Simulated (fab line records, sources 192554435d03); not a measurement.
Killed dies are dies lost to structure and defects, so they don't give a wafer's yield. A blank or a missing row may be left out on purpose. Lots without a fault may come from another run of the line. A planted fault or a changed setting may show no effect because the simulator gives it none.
Which tool did it? | flow n5_finfet | 24 lots, 72 wafers sampled, at 6 steps of a route of 1938

WHAT THE GAUGES READ, wafer by wafer
N5_BEOL_M0_CUTY_CD_MEAS_57: target cd 200 nm.
lot  | measured     | on        | cd_nm (nm)
L074 | day 5 17:11  | cd_sem-01 | 201.4 201.5 200.3
L075 | day 5 23:16  | cd_sem-02 | 201.3 200.3 201.1
L076 | day 6 09:08  | cd_sem-02 | 199.7 199.5 199.2
L077 | day 6 12:11  | cd_sem-03 | 199.6 199.6 200.6
L078 | day 6 17:35  | cd_sem-01 | 200.1 199.0 199.7
L079 | day 6 21:40  | cd_sem-01 | 199.6 199.7 199.9
L080 | day 7 06:19  | cd_sem-02 | 200.2 200.4 200.8
L081 | day 7 19:29  | cd_sem-02 | 198.6 199.9 198.6
L082 | day 7 20:04  | cd_sem-02 | 198.3 198.7 198.5
L083 | day 7 22:52  | cd_sem-03 | 200.6 200.0 200.1
L084 | day 8 04:20  | cd_sem-01 | 199.4 201.4 199.1
L085 | day 8 19:03  | cd_sem-01 | 198.2 199.1 198.6
L086 | day 8 21:48  | cd_sem-03 | 200.6 200.2 200.5
L087 | day 8 23:26  | cd_sem-02 | 199.8 200.5 200.3
L089 | day 9 09:52  | cd_sem-01 | 200.1 199.7 200.0
L088 | day 9 16:07  | cd_sem-01 | 200.2 200.0 199.8
L090 | day 9 20:25  | cd_sem-02 | 199.6 201.3 198.3
L091 | day 9 22:50  | cd_sem-02 | 198.8 199.0 197.9
L092 | day 10 07:38 | cd_sem-03 | 199.5 199.3 200.0
L093 | day 10 10:47 | cd_sem-01 | 200.2 200.3 201.0
L094 | day 10 19:01 | cd_sem-02 | 198.4 199.0 199.9
L095 | day 11 07:18 | cd_sem-03 | 199.6 199.5 199.3
L096 | day 11 12:25 | cd_sem-01 | 198.8 198.5 199.1
L097 | day 11 12:55 | cd_sem-01 | 199.9 201.1 200.3

N5_BEOL_M1_CD_MEAS_28: target cd y 23.3 nm.
lot  | measured     | on        | cd_nm (nm)
L074 | day 6 05:27  | cd_sem-01 | 24.11 24.27 23.51
L075 | day 6 10:11  | cd_sem-01 | 24.28 24.10 23.67
L076 | day 6 16:28  | cd_sem-03 | 23.88 24.39 24.34
L077 | day 6 21:33  | cd_sem-03 | 23.88 23.69 24.33
L078 | day 7 02:52  | cd_sem-03 | 24.19 24.03 24.20
L079 | day 7 06:08  | cd_sem-01 | 23.80 23.58 23.97
L080 | day 7 13:02  | cd_sem-02 | 23.93 24.11 23.71
L081 | day 8 03:52  | cd_sem-03 | 23.72 23.73 23.46
L082 | day 8 03:56  | cd_sem-02 | 24.11 23.99 24.41
L083 | day 8 05:07  | cd_sem-03 | 24.04 23.74 23.47
L084 | day 8 15:31  | cd_sem-03 | 24.18 24.80 24.25
L085 | day 9 04:17  | cd_sem-03 | 23.66 24.02 23.75
L086 | day 9 05:22  | cd_sem-03 | 24.19 24.06 24.17
L087 | day 9 07:01  | cd_sem-01 | 24.21 24.19 24.03
L089 | day 9 19:29  | cd_sem-01 | 24.28 24.27 23.99
L088 | day 9 23:23  | cd_sem-01 | 23.85 23.78 24.19
L090 | day 10 03:44 | cd_sem-03 | 23.79 23.85 24.15
L091 | day 10 08:47 | cd_sem-02 | 24.20 24.36 24.42
L092 | day 10 17:16 | cd_sem-01 | 23.80 23.68 23.58
L093 | day 10 20:25 | cd_sem-02 | 23.91 23.86 23.90
L094 | day 11 02:50 | cd_sem-03 | 24.01 24.21 24.21
L095 | day 11 22:20 | cd_sem-03 | 24.10 24.26 24.12
L096 | day 11 23:13 | cd_sem-03 | 24.30 24.00 24.17
L097 | day 11 22:57 | cd_sem-03 | 23.58 24.29 24.27

WHICH TOOL RAN EACH LOT (tool, then ch and the chambers of the sampled wafers, then the start)
lot  | N5_BEOL_M0_ETCH_128                | N5_BEOL_M0_SURFACE_TREAT_137 | N5_BEOL_M1_HM_DEP_02         | N5_BEOL_M1_ETCH_63
L074 | rie_diel-05 ch 1,2,3, day 5 22:01  | pvd_sputter-03, day 6 01:32  | pvd_sputter-02, day 6 04:11  | rie_diel-01 ch 0,2,3, day 6 04:46
L075 | rie_diel-04 ch 0,2,3, day 6 02:50  | pvd_sputter-02, day 6 04:22  | pvd_sputter-03, day 6 08:55  | rie_diel-06 ch 0,1,3, day 6 09:29
L076 | rie_diel-04 ch 0,1,3, day 6 10:19  | pvd_sputter-01, day 6 11:27  | pvd_sputter-03, day 6 15:12  | rie_diel-02 ch 1,2,3, day 6 15:46
L077 | rie_diel-05 ch 0,1,3, day 6 13:28  | pvd_sputter-02, day 6 14:36  | pvd_sputter-01, day 6 20:14  | rie_diel-06 ch 1,3, day 6 20:48
L078 | rie_diel-05 ch 0,2,3, day 6 20:12  | pvd_sputter-02, day 6 21:41  | pvd_sputter-01, day 7 01:33  | rie_diel-01 ch 0,1, day 7 02:08
L079 | rie_diel-04 ch 2,3, day 7 00:11    | pvd_sputter-03, day 7 01:43  | pvd_sputter-02, day 7 04:46  | rie_diel-02 ch 0,1, day 7 05:26
L080 | rie_diel-05 ch 0,1, day 7 07:43    | pvd_sputter-01, day 7 08:52  | pvd_sputter-01, day 7 11:26  | rie_diel-02 ch 0,1, day 7 12:17
L081 | rie_diel-03 ch 0,2, day 7 20:17    | pvd_sputter-01, day 7 21:11  | pvd_sputter-03, day 8 01:40  | rie_diel-02 ch 0,1,3, day 8 03:10
L082 | rie_diel-03 ch 1,3, day 7 20:49    | pvd_sputter-02, day 7 23:26  | pvd_sputter-01, day 8 02:03  | rie_diel-06 ch 0,1, day 8 03:15
L083 | rie_diel-03 ch 2,3, day 7 23:55    | pvd_sputter-02, day 8 00:41  | pvd_sputter-02, day 8 03:52  | rie_diel-06 ch 0,2,3, day 8 04:26
L084 | rie_diel-04 ch 1,2,3, day 8 08:34  | pvd_sputter-01, day 8 10:14  | pvd_sputter-02, day 8 14:07  | rie_diel-01 ch 1,2,3, day 8 14:49
L085 | rie_diel-04 ch 1,2, day 8 20:40    | pvd_sputter-01, day 8 23:22  | pvd_sputter-01, day 9 02:28  | rie_diel-06 ch 1,2,3, day 9 03:21
L086 | rie_diel-05 ch 0,1,3, day 8 23:17  | pvd_sputter-02, day 9 00:25  | pvd_sputter-02, day 9 03:51  | rie_diel-02 ch 0,2,3, day 9 04:25
L087 | rie_diel-04 ch 0,1, day 9 00:58    | pvd_sputter-01, day 9 03:00  | pvd_sputter-01, day 9 05:36  | rie_diel-01 ch 0,1,2, day 9 06:10
L089 | rie_diel-05 ch 1,2,3, day 9 13:46  | pvd_sputter-01, day 9 15:06  | pvd_sputter-01, day 9 18:13  | rie_diel-02 ch 0,2,3, day 9 18:47
L088 | rie_diel-05 ch 0,3, day 9 17:46    | pvd_sputter-02, day 9 19:32  | pvd_sputter-01, day 9 21:42  | rie_diel-02 ch 1,2, day 9 22:31
L090 | rie_diel-03 ch 0,1,3, day 9 21:38  | pvd_sputter-03, day 9 23:44  | pvd_sputter-02, day 10 02:19 | rie_diel-01 ch 0,3, day 10 02:54
L091 | rie_diel-05 ch 0,1,3, day 10 02:05 | pvd_sputter-03, day 10 04:43 | pvd_sputter-01, day 10 07:31 | rie_diel-02 ch 1,2,3, day 10 08:05
L092 | rie_diel-03 ch 2,3, day 10 11:56   | pvd_sputter-02, day 10 13:11 | pvd_sputter-02, day 10 15:50 | rie_diel-02 ch 1,3, day 10 16:32
L093 | rie_diel-03 ch 1,2, day 10 12:24   | pvd_sputter-02, day 10 13:42 | pvd_sputter-01, day 10 18:52 | rie_diel-02 ch 1,2,3, day 10 19:34
L094 | rie_diel-04 ch 0,2,3, day 10 19:59 | pvd_sputter-02, day 10 22:19 | pvd_sputter-02, day 11 01:32 | rie_diel-02 ch 1,2,3, day 11 02:07
L095 | rie_diel-03 ch 0,2,3, day 11 12:25 | pvd_sputter-02, day 11 14:24 | pvd_sputter-01, day 11 20:41 | rie_diel-06 ch 2,3, day 11 21:24
L096 | rie_diel-03 ch 0,1,3, day 11 14:13 | pvd_sputter-02, day 11 15:30 | pvd_sputter-01, day 11 21:33 | rie_diel-01 ch 0,1,2, day 11 22:26
L097 | rie_diel-05 ch 1,2,3, day 11 14:11 | pvd_sputter-01, day 11 15:13 | pvd_sputter-02, day 11 20:59 | rie_diel-06 ch 2,3, day 11 22:07
- N5_BEOL_M0_ETCH_128: etches SiCN in CF4/N2, target depth 12 nm, overetch 5.1 nm, time 21.4 s.
- N5_BEOL_M0_SURFACE_TREAT_137
- N5_BEOL_M1_HM_DEP_02: deposits TiN, target thk 20 nm.
- N5_BEOL_M1_ETCH_63: etches SiARC in CF4, target depth 15.6 nm, time 26 s.

WHAT THE TOOLS THEMSELVES READ (means of the sampled wafers that have a number; where no wafer has one, the mark that the record gives instead)
N5_BEOL_M0_ETCH_128.
lot  | tool        | drypump_motor_current_A (A) | oes_product_au (a.u.) | rf_vpp_V (V) | showerhead_plenum_p_Torr (Torr) | throttle_valve_pct (%)
L074 | rie_diel-05 | 5.7                         | 0.49                  | 382.9        | 2.19                            | 15.39
L075 | rie_diel-04 | 6.4                         | 0.51                  | 382.5        | 2.20                            | 15.36
L076 | rie_diel-04 | 6.3                         | 0.52                  | 382.4        | 2.23                            | 15.22
L077 | rie_diel-05 | 5.7                         | 0.50                  | 381.9        | 2.19                            | 15.31
L078 | rie_diel-05 | 6.0                         | 0.48                  | 380.5        | 2.15                            | 15.44
L079 | rie_diel-04 | 6.2                         | 0.53                  | 381.5        | 2.17                            | 15.52
L080 | rie_diel-05 | 5.3                         | 0.49                  | 381.7        | 2.16                            | 15.30
L081 | rie_diel-03 | 5.5                         | 0.50                  | 382.4        | 2.22                            | 15.63
L082 | rie_diel-03 | 5.9                         | 0.60                  | 381.6        | 2.17                            | 15.31
L083 | rie_diel-03 | 5.7                         | 0.57                  | 382.2        | 2.21                            | 15.58
L084 | rie_diel-04 | 6.2                         | 0.50                  | 382.3        | 2.19                            | 15.41
L085 | rie_diel-04 | 6.3                         | 0.47                  | 382.1        | 2.21                            | 15.60
L086 | rie_diel-05 | 5.6                         | 0.48                  | 381.8        | 2.18                            | 15.33
L087 | rie_diel-04 | 6.4                         | 0.48                  | 384.1        | 2.26                            | 15.29
L089 | rie_diel-05 | 5.7                         | 0.49                  | 382.2        | 2.18                            | 15.43
L088 | rie_diel-05 | 6.0                         | 0.47                  | 380.6        | 2.14                            | 15.38
L090 | rie_diel-03 | 5.8                         | 0.55                  | 381.6        | 2.17                            | 15.38
L091 | rie_diel-05 | 5.7                         | 0.48                  | 382.0        | 2.18                            | 15.36
L092 | rie_diel-03 | 5.8                         | 0.52                  | 382.4        | 2.23                            | 15.79
L093 | rie_diel-03 | 6.2                         | 0.51                  | 382.9        | 2.22                            | 15.69
L094 | rie_diel-04 | 6.4                         | 0.49                  | 381.3        | 2.19                            | 15.44
L095 | rie_diel-03 | 5.6                         | 0.51                  | 383.2        | 2.20                            | 15.68
L096 | rie_diel-03 | 5.8                         | 0.54                  | 381.3        | 2.16                            | 15.40
L097 | rie_diel-05 | 5.7                         | 0.53                  | 384.5        | 2.26                            | 15.31

N5_BEOL_M0_SURFACE_TREAT_137.
lot  | tool           | ar_flow_sccm (sccm)
L074 | pvd_sputter-03 | 29.98
L075 | pvd_sputter-02 | 29.98
L076 | pvd_sputter-01 | 30.07
L077 | pvd_sputter-02 | 30.10
L078 | pvd_sputter-02 | 29.97
L079 | pvd_sputter-03 | 30.00
L080 | pvd_sputter-01 | 29.97
L081 | pvd_sputter-01 | 30.10
L082 | pvd_sputter-02 | 30.00
L083 | pvd_sputter-02 | 29.99
L084 | pvd_sputter-01 | 30.03
L085 | pvd_sputter-01 | 30.05
L086 | pvd_sputter-02 | 30.05
L087 | pvd_sputter-01 | 30.08
L089 | pvd_sputter-01 | 29.94
L088 | pvd_sputter-02 | 30.05
L090 | pvd_sputter-03 | 30.00
L091 | pvd_sputter-03 | 29.92
L092 | pvd_sputter-02 | 29.93
L093 | pvd_sputter-02 | 30.00
L094 | pvd_sputter-02 | 29.95
L095 | pvd_sputter-02 | 30.03
L096 | pvd_sputter-02 | 30.02
L097 | pvd_sputter-01 | 30.03

N5_BEOL_M1_HM_DEP_02.
lot  | tool           | susceptor_temp_C (C) | throttle_valve_pct (%)
L074 | pvd_sputter-02 | 25.05                | 28.5
L075 | pvd_sputter-03 | 24.88                | 30.9
L076 | pvd_sputter-03 | 24.96                | 30.8
L077 | pvd_sputter-01 | 25.08                | 30.5
L078 | pvd_sputter-01 | 25.02                | 30.2
L079 | pvd_sputter-02 | 24.95                | 29.4
L080 | pvd_sputter-01 | 25.03                | 30.3
L081 | pvd_sputter-03 | 24.85                | 30.8
L082 | pvd_sputter-01 | 25.03                | 30.4
L083 | pvd_sputter-02 | 25.11                | 28.1
L084 | pvd_sputter-02 | 24.98                | 28.6
L085 | pvd_sputter-01 | 24.93                | 30.4
L086 | pvd_sputter-02 | 24.98                | 29.4
L087 | pvd_sputter-01 | 25.09                | 30.6
L089 | pvd_sputter-01 | 24.99                | 30.1
L088 | pvd_sputter-01 | 24.98                | 30.0
L090 | pvd_sputter-02 | 24.95                | 29.4
L091 | pvd_sputter-01 | 25.09                | 29.8
L092 | pvd_sputter-02 | 24.99                | 28.2
L093 | pvd_sputter-01 | 25.03                | 30.1
L094 | pvd_sputter-02 | 24.98                | 29.6
L095 | pvd_sputter-01 | 24.98                | 30.2
L096 | pvd_sputter-01 | 24.98                | 30.4
L097 | pvd_sputter-02 | 24.91                | 29.6

N5_BEOL_M1_ETCH_63.
lot  | tool        | drypump_motor_current_A (A) | etch_rf_on_time_s (s) | oes_product_au (a.u.) | rf_vpp_V (V) | showerhead_plenum_p_Torr (Torr) | throttle_valve_pct (%)
L074 | rie_diel-01 | 5.44                        | 26.8                  | 0.66                  | 184.3        | 2.15                            | 15.81
L075 | rie_diel-06 | 5.67                        | 25.7                  | 0.66                  | 184.8        | 2.18                            | 15.61
L076 | rie_diel-02 | 5.61                        | 25.6                  | 0.71                  | 182.9        | 2.10                            | 15.40
L077 | rie_diel-06 | 5.51                        | 25.7                  | 0.65                  | 184.3        | 2.17                            | 15.56
L078 | rie_diel-01 | 5.46                        | 26.1                  | 0.62                  | 184.5        | 2.15                            | 15.59
L079 | rie_diel-02 | 5.29                        | 25.6                  | 0.65                  | 183.5        | 2.15                            | 15.61
L080 | rie_diel-02 | 5.30                        | 25.8                  | 0.64                  | 184.1        | 2.15                            | 15.62
L081 | rie_diel-02 | 5.38                        | 25.9                  | 0.66                  | 184.5        | 2.11                            | 15.60
L082 | rie_diel-06 | 5.46                        | 26.2                  | 0.59                  | 184.0        | 2.12                            | 15.81
L083 | rie_diel-06 | 5.71                        | 25.7                  | 0.65                  | 183.8        | 2.21                            | 15.53
L084 | rie_diel-01 | 5.45                        | 26.2                  | 0.72                  | 183.8        | 2.19                            | 15.66
L085 | rie_diel-06 | 5.56                        | 25.7                  | 0.65                  | 184.5        | 2.19                            | 15.50
L086 | rie_diel-02 | 5.42                        | 26.1                  | 0.65                  | 184.1        | 2.13                            | 15.50
L087 | rie_diel-01 | 5.54                        | 25.8                  | 0.69                  | 183.8        | 2.15                            | 15.64
L089 | rie_diel-02 | 5.43                        | 26.6                  | 0.64                  | 183.0        | 2.12                            | 15.50
L088 | rie_diel-02 | 5.74                        | 25.6                  | 0.71                  | 184.2        | 2.10                            | 15.42
L090 | rie_diel-01 | 5.33                        | 26.5                  | 0.66                  | 183.6        | 2.09                            | 15.71
L091 | rie_diel-02 | 5.61                        | 26.0                  | 0.68                  | 183.4        | 2.09                            | 15.46
L092 | rie_diel-02 | 5.56                        | 25.5                  | 0.69                  | 182.8        | 2.06                            | 15.59
L093 | rie_diel-02 | 5.60                        | 25.9                  | 0.69                  | 184.1        | 2.09                            | 15.46
L094 | rie_diel-02 | 5.62                        | 26.0                  | 0.68                  | 184.9        | 2.09                            | 15.46
L095 | rie_diel-06 | 5.73                        | 25.6                  | 0.68                  | 185.3        | 2.24                            | 15.36
L096 | rie_diel-01 | 5.54                        | 25.7                  | 0.77                  | 184.7        | 2.14                            | 15.50
L097 | rie_diel-06 | 5.74                        | 25.8                  | 0.68                  | 184.9        | 2.24                            | 15.35

THE ANSWER, worked out from the rows above alone
Rule: what is usual is taken from the lots themselves. Put in order of their means at a reading, lots are off if they are a third of the lots or fewer, leave a main group of 4 or more, and stand apart from it by a gap of 3 or more times the standard deviation of the main group's means; of several such gaps the widest counts. A main group whose means are all the same, to the digits that the tables above print for the reading, isn't used. A lot without any number at a reading at which 4 lots or more have one is off too. The other lots that the step has rows for count as sound. The gauges are gone through in route order, then the tools' own readings, and for those a lot's mean is taken as printed above. The first step at which some lot is off is used, and at that step the reading that is off furthest; a lot without a number counts as furthest.
No lot is off at any reading shown: from this, nothing can be told.

WHAT THE SIMULATOR HAD PUT IN
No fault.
